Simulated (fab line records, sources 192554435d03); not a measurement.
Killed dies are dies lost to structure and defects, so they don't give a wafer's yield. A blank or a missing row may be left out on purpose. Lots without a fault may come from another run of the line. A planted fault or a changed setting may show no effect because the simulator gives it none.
Which tool did it? | flow n5_finfet | 13 lots, 37 wafers sampled, at 4 steps of a route of 1938

WHAT THE GAUGES READ, wafer by wafer
N5_BEOL_M9_CD_MEAS_11: target cd 64.1 nm.
lot  | measured     | on        | cd_nm (nm)
L757 | day 9 15:24  | cd_sem-01 | 65.2 64.9 64.4
L759 | day 9 19:32  | cd_sem-02 | 65.4 64.9 64.7
L764 | day 11 08:29 | cd_sem-03 | 64.5 63.2 64.0
L763 | day 11 09:56 | cd_sem-02 | 64.8 64.4 63.9
L769 | day 12 17:39 | cd_sem-03 | 64.2 64.4
L771 | day 13 03:45 | cd_sem-03 | 64.6 64.4 63.7
L772 | day 13 22:09 | cd_sem-01 | 62.4 64.5 63.3
L775 | day 14 09:38 | cd_sem-03 | 64.6 64.9 63.4
L778 | day 14 21:42 | cd_sem-03 | 63.8 63.0 64.0
L776 | day 14 21:44 | cd_sem-02 | 64.5 63.2 65.2
L774 | day 15 00:14 | cd_sem-02 | 63.9 63.6
L780 | day 15 17:48 | cd_sem-03 | 62.9 63.6 63.0
L779 | day 15 18:01 | cd_sem-03 | 64.5 63.9 64.1

N5_BEOL_M9_CD_MEAS_28: target cd 70 nm.
lot  | measured     | on        | cd_nm (nm)
L757 | day 9 17:22  | cd_sem-03 | 69.6 69.8 70.3
L759 | day 9 23:24  | cd_sem-01 | 69.6 69.9 69.9
L764 | day 11 09:47 | cd_sem-01 | 70.2 70.4 70.1
L763 | day 11 11:08 | cd_sem-02 | 69.8 70.5 69.9
L769 | day 12 21:34 | cd_sem-02 | 70.4 70.6
L771 | day 13 05:17 | cd_sem-03 | 69.8 70.4 69.8
L772 | day 14 01:33 | cd_sem-03 | 69.8 70.2 69.6
L775 | day 14 12:56 | cd_sem-02 | 69.2 69.6 69.3
L778 | day 15 00:23 | cd_sem-01 | 70.0 70.1 70.3
L776 | day 15 00:31 | cd_sem-01 | 70.1 70.1 70.8
L774 | day 15 01:18 | cd_sem-01 | 70.2 70.1
L780 | day 15 22:25 | cd_sem-03 | 69.5 69.6 69.3
L779 | day 15 21:19 | cd_sem-02 | 70.1 69.9 70.2

WHICH TOOL RAN EACH LOT (tool, then ch and the chambers of the sampled wafers, then the start)
lot  | N5_BEOL_M9_HM_DEP_02         | N5_BEOL_M9_COAT_63
L757 | pvd_sputter-03, day 9 15:02  | litho_track-05 ch 0, day 9 16:57
L759 | pvd_sputter-02, day 9 19:02  | litho_track-01 ch 0, day 9 23:08
L764 | pvd_sputter-01, day 11 08:07 | litho_track-01 ch 0, day 11 09:29
L763 | pvd_sputter-03, day 11 09:34 | litho_track-01 ch 0, day 11 10:52
L769 | pvd_sputter-02, day 12 17:09 | litho_track-02 ch 0, day 12 21:17
L771 | pvd_sputter-01, day 13 03:21 | litho_track-05 ch 0, day 13 04:53
L772 | pvd_sputter-03, day 13 21:40 | litho_track-05 ch 0, day 14 01:07
L775 | pvd_sputter-03, day 14 09:16 | litho_track-02 ch 0, day 14 12:40
L778 | pvd_sputter-01, day 14 21:13 | litho_track-01 ch 0, day 15 00:07
L776 | pvd_sputter-03, day 14 21:22 | litho_track-05 ch 0, day 15 00:15
L774 | pvd_sputter-01, day 14 23:44 | litho_track-02 ch 0, day 15 01:02
L780 | pvd_sputter-03, day 15 17:25 | litho_track-05 ch 0, day 15 22:08
L779 | pvd_sputter-03, day 15 17:31 | litho_track-01 ch 0, day 15 21:03
- N5_BEOL_M9_HM_DEP_02: deposits TiN, target thk 20 nm.
- N5_BEOL_M9_COAT_63: time 60 s, resist thk 60 nm.

WHAT THE TOOLS THEMSELVES READ (means of the sampled wafers that have a number; where no wafer has one, the mark that the record gives instead)
N5_BEOL_M9_HM_DEP_02.
lot  | tool           | throttle_valve_pct (%)
L757 | pvd_sputter-03 | 30.6
L759 | pvd_sputter-02 | 30.5
L764 | pvd_sputter-01 | 29.6
L763 | pvd_sputter-03 | 31.0
L769 | pvd_sputter-02 | 30.9
L771 | pvd_sputter-01 | 30.0
L772 | pvd_sputter-03 | 29.9
L775 | pvd_sputter-03 | 30.2
L778 | pvd_sputter-01 | 29.9
L776 | pvd_sputter-03 | 31.2
L774 | pvd_sputter-01 | 29.4
L780 | pvd_sputter-03 | 30.8
L779 | pvd_sputter-03 | 30.1

N5_BEOL_M9_COAT_63.
lot  | tool           | spin_speed_rpm (rpm)
L757 | litho_track-05 | 1500.0
L759 | litho_track-01 | 1498.5
L764 | litho_track-01 | 1307.4
L763 | litho_track-01 | 1307.7
L769 | litho_track-02 | 1498.6
L771 | litho_track-05 | 1499.4
L772 | litho_track-05 | 1499.6
L775 | litho_track-02 | 1499.8
L778 | litho_track-01 | 1499.8
L776 | litho_track-05 | 1498.5
L774 | litho_track-02 | 1500.7
L780 | litho_track-05 | 1498.4
L779 | litho_track-01 | 1500.1

THE ANSWER, worked out from the rows above alone
Rule: what is usual is taken from the lots themselves. Put in order of their means at a reading, lots are off if they are a third of the lots or fewer, leave a main group of 4 or more, and stand apart from it by a gap of 3 or more times the standard deviation of the main group's means; of several such gaps the widest counts. A main group whose means are all the same, to the digits that the tables above print for the reading, isn't used. A lot without any number at a reading at which 4 lots or more have one is off too. The other lots that the step has rows for count as sound. The gauges are gone through in route order, then the tools' own readings, and for those a lot's mean is taken as printed above. The first step at which some lot is off is used, and at that step the reading that is off furthest; a lot without a number counts as furthest.
Off: L764, L763, at N5_BEOL_M9_COAT_63 (spin_speed_rpm). The main group: mean 1499.4 rpm, standard deviation 0.75.
A tool fits if, at that step or a process step before it, it ran every lot that is off, and no sound lot after the first of them. None of those tried fits.

WHAT THE SIMULATOR HAD PUT IN
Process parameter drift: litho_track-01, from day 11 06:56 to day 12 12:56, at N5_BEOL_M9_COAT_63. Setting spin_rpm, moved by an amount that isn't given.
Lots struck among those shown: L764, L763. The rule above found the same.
